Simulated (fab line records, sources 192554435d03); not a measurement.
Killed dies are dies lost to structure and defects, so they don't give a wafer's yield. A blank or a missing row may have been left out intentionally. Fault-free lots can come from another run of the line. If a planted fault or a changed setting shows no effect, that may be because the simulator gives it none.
Matching of chambers	flow n5_finfet	3 sister chambers for N5_BEOL_M5_CURE_80 on uv_cure-02
The step cures SiCOH lowk, time 120 s. 6 wafers are shown with their chamber, then 12 later ones without.

== WAFERS PAIRED WITH THEIR CHAMBERS ==
wafer	chamber	wafer_temp_C_max	lamp_power_pct (%)
L083.4	1	371.4	52.33
L083.6	1	372.1	52.28
L084.2	2	371.8	52.32
L084.3	2	372.7	52.28
L086.2	0	372.7	52.27
L086.6	0	372.6	52.35

== WAFERS MISSING THEIR CHAMBER ==
wafer	wafer_temp_C_max	lamp_power_pct (%)
L086.3	372.3	52.34
L086.4	372.0	52.31
L086.5	373.1	52.30
L087.4	371.3	52.23
L087.5	371.7	52.27
L087.6	371.5	52.23
L090.1	371.8	52.31
L090.2	371.9	52.24
L090.5	372.0	52.23
L096.2	372.0	52.39
L096.5	372.0	52.32
L096.6	372.0	52.37

== EACH ONE'S CHAMBER ==
wafer	from the rows above	in truth
L086.3	can't be placed: 2 or 0 or 1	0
L086.4	can't be placed: 1 or 2 or 0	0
L086.5	can't be placed: 0 or 2 or 1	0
L087.4	can't be placed: 1 or 2 or 0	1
L087.5	can't be placed: 1 or 2 or 0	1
L087.6	can't be placed: 1 or 2 or 0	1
L090.1	can't be placed: 1 or 2 or 0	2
L090.2	can't be placed: 1 or 2 or 0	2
L090.5	can't be placed: 2 or 1 or 0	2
L096.2	can't be placed: 1 or 2 or 0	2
L096.5	can't be placed: 1 or 2 or 0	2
L096.6	can't be placed: 1 or 2 or 0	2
Correct placement for 0 of the 12. Cannot be placed on the basis of these rows: 12; the candidates contain the true chamber in 12. Number placed wrongly: 0.
How it was worked out, from the rows above alone: a wafer's distance from a chamber is the root of the sum, over the readings, of the square of ((its reading less the chamber's mean) divided by the reading's scatter). If the next closest chamber is less than 2 further off than the closest, the wafer can't be placed; otherwise it belongs to the closest. The mean given for a chamber averages the wafers shown for that chamber. The scatter: the root of (the sum of the squares of (reading less its chamber's mean) over the shown wafers, divided by (wafers less chambers)).
